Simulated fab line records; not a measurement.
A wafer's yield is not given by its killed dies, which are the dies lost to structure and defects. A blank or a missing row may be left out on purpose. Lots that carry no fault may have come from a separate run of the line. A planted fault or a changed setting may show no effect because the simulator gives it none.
fab line records | flow n5_finfet
record: lots: 6 | wafers: 18 | last_day: 16
route steps=1938 shown DUMMY_GATE@255 SPACER0@258 SD_EPI_N@262
lots untouched by any fault: they come from a run of this same line in which no faults occurred
start_h: hours from the record's opening day to when the first of the lot's shown wafers began | wait_h: how many hours have passed since the lot's step before this one | " the same as in the row above | L1.1+2: a single row standing in for several wafers | - either no value or no given start | * or withheld: withheld | < > ~ a bound
route shown NAME@n: NAME is a module with steps in the file, n the number in the route of the first one | usual: the fault-free wafers' mean and standard deviation | same: alike in all rows | chamber/n: place in a boat | sites: each site's reading | _std_site: the values' standard deviation | _edge_site: mean of outer sites minus mean of inner sites | radius_mm: how far each site lies from the wafer's centre | mask NAME#n: copy n | behind: the tool/chamber that last shaped the wafer | hold: cause of the lot's hold/its duration in hours/its outcome | device: whichever transistor did not switch (one of n, p or np) | end of line: tests of these same wafers at the route's end | a step with no rows: only its recipe | killed: dies lost to structure and defects at the first sort, not the wafer's yield | map: dies across one wafer; x = killed, . = not, _ = none there
set.NAME: the setting the step ran with; set.NAME@STEP: the setting that earlier step ran with | model.NAME: the simulator's own value behind a step, which no gauge read
a table for each step, a row for each wafer; lots at some steps of the route
services: a tool's chamber out of use, with start hour (start_h, from the record's first day; less than 0 if before it), hours out, and reason
== steps ==
step: N5_DUMMY_GATE_SRD_26
recipe: dry: ipa_marangoni | time_s: 30 | temp_c: 23 | rinse_liquid: diw
step: N5_DUMMY_GATE_UV_OZONE_45
recipe: time_s: 120 | pressure_torr: 760 | temp_c: 25
step: N5_DUMMY_GATE_INSPECT_27
recipe: inspect_instrument: brightfield | mode: aei
usual: raw_defect_count: 309/76
lot.wafer | tool              | chamber | start_h | wait_h | raw_defect_count
L810.4    | defect_inspect-01 | -       | 48.10   | 0.0    | 351
L810.5    | "                 | -       | "       | "      | 358
L810.6    | "                 | -       | "       | "      | 259
L816.1    | defect_inspect-01 | -       | 83.31   | 0.0    | 248
L816.4    | "                 | -       | "       | "      | 290
L816.5    | "                 | -       | "       | "      | 386
L822.1    | defect_inspect-02 | -       | 119.15  | 0.0    | 238
L822.5    | "                 | -       | "       | "      | 285
L822.6    | "                 | -       | "       | "      | 243
L821.2    | defect_inspect-01 | -       | 120.76  | 0.0    | 394
L821.3    | "                 | -       | "       | "      | 251
L821.6    | "                 | -       | "       | "      | 403
L826.1    | defect_inspect-02 | -       | 144.61  | 0.0    | 292
L826.3    | "                 | -       | "       | "      | 293
L826.5    | "                 | -       | "       | "      | 250
L831.1    | defect_inspect-02 | -       | 172.16  | 0.0    | 378
L831.4    | "                 | -       | "       | "      | 372
L831.6    | "                 | -       | "       | "      | 438
step: N5_SPACER0_ALD_07
recipe: material: SiNx | target_thk_a: 20 | temp_c: 400 | ald_precursor_family: SiH2I2 | ald_co_reactant: N2/H2-plasma | pressure_torr: 2
usual: heater_power_w: 810/83
lot.wafer | tool       | chamber | start_h | wait_h | heater_power_w
L810.4    | ald_sin-03 | 1       | 48.14   | 0.0    | 884
L810.5    | "          | 1       | "       | "      | 851
L810.6    | "          | 2       | "       | "      | 846
L816.1    | ald_sin-03 | 0       | 83.35   | 0.0    | 733
L816.4    | "          | 2       | "       | "      | 842
L816.5    | "          | 3       | "       | "      | 800
L822.1    | ald_sin-04 | 3       | 119.19  | 0.0    | 738
L822.5    | "          | 1       | "       | "      | 833
L822.6    | "          | 2       | "       | "      | 800
L821.2    | ald_sin-02 | 2       | 120.89  | 0.1    | 747
L821.3    | "          | 1       | "       | "      | 692
L821.6    | "          | 2       | "       | "      | 753
L826.1    | ald_sin-04 | 0       | 144.65  | 0.0    | 923
L826.3    | "          | 2       | "       | "      | 812
L826.5    | "          | 1       | "       | "      | 828
L831.1    | ald_sin-02 | 2       | 172.20  | 0.0    | 746
L831.4    | "          | 3       | "       | "      | 765
L831.6    | "          | 0       | "       | "      | 966
step: N5_SPACER0_ALD_00
recipe: material: SiOCN | target_thk_a: 35 | temp_c: 400 | ald_precursor_family: alkyl-aminosilane | ald_co_reactant: O2/N2-plasma | pulse_time_s: 3 | purge_time_s: 2 | co_reactant_purge_time_s: 2 | ald_cycles: 58 | pressure_torr: 2
usual: heater_power_w: 809/82 | precursor_pulse_height_rel: 1.000/0.02
same: ald_cycles: 58
lot.wafer | tool       | chamber | start_h | wait_h | heater_power_w | precursor_pulse_height_rel
L810.4    | ald_sin-03 | 1       | 48.29   | 0.1    | 866            | 0.985
L810.5    | "          | 1       | "       | "      | 869            | 1.009
L810.6    | "          | 2       | "       | "      | 852            | 1.030
L816.1    | ald_sin-03 | 0       | 83.50   | 0.1    | 743            | 0.979
L816.4    | "          | 2       | "       | "      | 818            | 0.990
L816.5    | "          | 3       | "       | "      | 770            | 1.041
L822.1    | ald_sin-04 | 3       | 119.34  | 0.1    | 728            | 1.009
L822.5    | "          | 1       | "       | "      | 835            | 0.980
L822.6    | "          | 2       | "       | "      | 837            | 1.030
L821.2    | ald_sin-02 | 2       | 121.04  | 0.1    | 743            | 1.017
L821.3    | "          | 1       | "       | "      | 698            | 1.025
L821.6    | "          | 2       | "       | "      | 747            | 0.990
L826.1    | ald_sin-04 | 0       | 144.80  | 0.1    | 919            | 1.013
L826.3    | "          | 2       | "       | "      | 813            | 0.948
L826.5    | "          | 1       | "       | "      | 845            | 0.981
L831.1    | ald_sin-02 | 2       | 172.35  | 0.1    | 758            | 0.967
L831.4    | "          | 3       | "       | "      | 755            | 0.990
L831.6    | "          | 0       | "       | "      | 971            | 0.990
step: N5_SPACER0_ALD_08
recipe: material: SiNx | target_thk_a: 20 | temp_c: 400 | ald_precursor_family: SiH2I2 | ald_co_reactant: N2/H2-plasma | pressure_torr: 2
usual: heater_power_w: 808/80
lot.wafer | tool       | chamber | start_h | wait_h | heater_power_w
L810.4    | ald_sin-03 | 1       | 48.55   | 0.1    | 869
L810.5    | "          | 1       | "       | "      | 872
L810.6    | "          | 2       | "       | "      | 836
L816.1    | ald_sin-03 | 0       | 83.76   | 0.1    | 746
L816.4    | "          | 2       | "       | "      | 844
L816.5    | "          | 3       | "       | "      | 786
L822.1    | ald_sin-04 | 3       | 119.60  | 0.1    | 719
L822.5    | "          | 1       | "       | "      | 826
L822.6    | "          | 2       | "       | "      | 802
L821.2    | ald_sin-02 | 2       | 121.30  | 0.1    | 744
L821.3    | "          | 1       | "       | "      | 725
L821.6    | "          | 2       | "       | "      | 747
L826.1    | ald_sin-04 | 0       | 145.06  | 0.1    | 923
L826.3    | "          | 2       | "       | "      | 823
L826.5    | "          | 1       | "       | "      | 820
L831.1    | ald_sin-02 | 2       | 172.61  | 0.1    | 760
L831.4    | "          | 3       | "       | "      | 733
L831.6    | "          | 0       | "       | "      | 955
step: N5_SPACER0_INSPECT_04
recipe: inspect_instrument: darkfield | mode: post_dep
usual: raw_defect_count: 147/35
lot.wafer | tool              | chamber | start_h | wait_h | raw_defect_count
L810.4    | defect_inspect-02 | -       | 48.71   | 0.1    | 140
L810.5    | "                 | -       | "       | "      | 157
L810.6    | "                 | -       | "       | "      | 123
L816.1    | defect_inspect-01 | -       | 83.91   | 0.1    | 106
L816.4    | "                 | -       | "       | "      | 132
L816.5    | "                 | -       | "       | "      | 167
L822.1    | defect_inspect-02 | -       | 119.75  | 0.1    | 112
L822.5    | "                 | -       | "       | "      | 146
L822.6    | "                 | -       | "       | "      | 101
L821.2    | defect_inspect-02 | -       | 121.45  | 0.1    | 176
L821.3    | "                 | -       | "       | "      | 96
L821.6    | "                 | -       | "       | "      | 173
L826.1    | defect_inspect-01 | -       | 145.22  | 0.1    | 142
L826.3    | "                 | -       | "       | "      | 167
L826.5    | "                 | -       | "       | "      | 162
L831.1    | defect_inspect-01 | -       | 172.77  | 0.1    | 210
L831.4    | "                 | -       | "       | "      | 155
L831.6    | "                 | -       | "       | "      | 212
step: N5_SD_EPI_N_COAT_32
recipe: resist: SOC | temp_c: 250 | time_s: 60 | spin_rpm: 1500 | resist_thk_nm: 350
step: N5_SD_EPI_N_COAT_33
recipe: resist: SiARC | temp_c: 220 | time_s: 60 | spin_rpm: 1500 | resist_thk_nm: 35
step: N5_SD_EPI_N_COAT_03
recipe: resist: CAR-ArF-block | spin_rpm: 1500 | resist_thk_nm: 150
step: N5_SD_EPI_N_EBR_05
recipe: solvent: PGMEA | ebr_width_mm: 1.5
step: N5_SD_EPI_N_SOFTBAKE_04
recipe: temp_c: 110 | time_s: 60 | resist: CAR-ArF-block
step: N5_SD_EPI_N_EXPOSE_06
recipe: mask_id: SD_N_BLK | na: 1.35 | source_shape: conventional | sigma_outer: 0.8 | polarization: unpolarized | target_cd_nm: 120 | dose_mj: 39.75
usual: exposure_dose_mJ_cm2: 39.75/0.1 | focus_offset_nm: 0.0/0.5 | reticle_temp_C: 22.99/0.11
lot.wafer | tool            | chamber | start_h | wait_h | mask       | exposure_dose_mJ_cm2 | focus_offset_nm | reticle_temp_C
L810.4    | arfi_scanner-01 | 0       | 49.00   | -      | SD_N_BLK#0 | 39.76                | 0.7             | 22.91
L810.5    | "               | 0       | "       | "      | SD_N_BLK#0 | 39.73                | 0.7             | 22.97
L810.6    | "               | 0       | "       | "      | SD_N_BLK#0 | 39.80                | 0.1             | 22.92
L816.1    | arfi_scanner-01 | 0       | 84.19   | -      | SD_N_BLK#0 | 39.74                | -0.4            | 23.05
L816.4    | "               | 0       | "       | "      | SD_N_BLK#0 | 39.70                | -0.9            | 23.12
L816.5    | "               | 0       | "       | "      | SD_N_BLK#0 | 39.76                | -0.4            | 23.05
L822.1    | arfi_scanner-01 | -       | 120.03  | -      | SD_N_BLK#0 | -                    | -               | -
L822.5    | "               | -       | "       | "      | SD_N_BLK#0 | -                    | -               | -
L822.6    | "               | -       | "       | "      | SD_N_BLK#0 | -                    | -               | -
L821.2    | arfi_scanner-03 | -       | 121.73  | -      | SD_N_BLK#0 | -                    | -               | -
L821.3    | "               | -       | "       | "      | SD_N_BLK#0 | -                    | -               | -
L821.6    | "               | -       | "       | "      | SD_N_BLK#0 | -                    | -               | -
L826.1    | arfi_scanner-01 | 0       | 145.49  | -      | SD_N_BLK#0 | 39.99                | 0.0             | 23.06
L826.3    | "               | 0       | "       | "      | SD_N_BLK#0 | 40.01                | 0.2             | 23.08
L826.5    | "               | 0       | "       | "      | SD_N_BLK#0 | 39.91                | -0.6            | 22.93
L831.1    | arfi_scanner-02 | 0       | 172.92  | -      | SD_N_BLK#0 | 39.69                | -0.1            | 23.03
L831.4    | "               | 0       | "       | "      | SD_N_BLK#0 | 39.64                | -0.1            | 22.99
L831.6    | "               | 0       | "       | "      | SD_N_BLK#0 | 39.70                | 0.1             | 23.01
step: N5_SD_EPI_N_PEB_07
recipe: peb_temp_c: 110 | peb_time_s: 60 | resist: CAR-ArF-block
== services ==
tool            | chamber | start_h | hours | kind
arfi_scanner-01 | -       | 24.56   | 4.8   | pm
arfi_scanner-03 | -       | 31.11   | 1.3   | pm
arfi_scanner-03 | -       | 35.52   | 1.0   | pm
ald_sin-03      | -       | 37.49   | 6.0   | pm
ald_sin-02      | 2       | 37.51   | 3.5   | repair
ald_sin-04      | -       | 48.41   | 6.0   | pm
arfi_scanner-02 | -       | 56.17   | 0.9   | repair
arfi_scanner-03 | -       | 60.07   | 0.8   | repair
arfi_scanner-03 | -       | 61.16   | 0.9   | repair
ald_sin-02      | -       | 70.28   | 0.8   | pm
ald_sin-03      | 1       | 71.10   | 10.7  | repair
arfi_scanner-02 | -       | 78.05   | 1.3   | pm
ald_sin-03      | -       | 86.05   | 14.0  | pm
arfi_scanner-03 | -       | 93.21   | 0.7   | repair
ald_sin-02      | 1       | 93.30   | 6.1   | repair
arfi_scanner-01 | -       | 93.35   | 0.8   | pm
arfi_scanner-03 | -       | 104.29  | 1.1   | repair
arfi_scanner-03 | -       | 114.95  | 5.2   | repair
arfi_scanner-03 | -       | 120.20  | 0.8   | pm
arfi_scanner-01 | -       | 121.02  | 1.3   | pm
arfi_scanner-02 | -       | 122.99  | 0.8   | pm
arfi_scanner-03 | -       | 129.49  | 1.0   | pm
ald_sin-03      | 0       | 143.95  | 2.6   | repair
arfi_scanner-01 | -       | 172.07  | 1.0   | pm
== key ==
first_sign: step: N5_SD_EPI_N_EXPOSE_06 | reading: tool_record | direction: missing
effect none on later readings
met_at N5_SD_EPI_N_EXPOSE_06
struck_wafers L821.2,L821.3,L821.6,L822.1,L822.5,L822.6
later_rows_left_out L821.2,L821.3,L821.6,L822.1,L822.5,L822.6
sort_left_out L821.2,L821.3,L821.6,L822.1,L822.5,L822.6
tester_left_out L821,L822
onset_between 84.19 120.03
fault: kind: skipped_step_whole | tool: arfi_scanner-01,arfi_scanner-03 | chamber: - | onset_h: 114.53 | steps: N5_SD_EPI_N_EXPOSE_06 | scope: struck_lots_only
tester_left_out: of these lots the tester's yield and bins aren't shown, on N5 and GAA mostly nor the transistor test; their killed dies are dies lost to structure and defects alone, not to doping, threshold or leakage, so they don't give the yield
sort_left_out: the simulated sort isn't trusted on such a fault, so these wafers' sort isn't shown, and their yield isn't known
later_rows_left_out: the simulator's readings of these wafers behind a module that went badly wrong aren't trusted and aren't shown, but for the sort
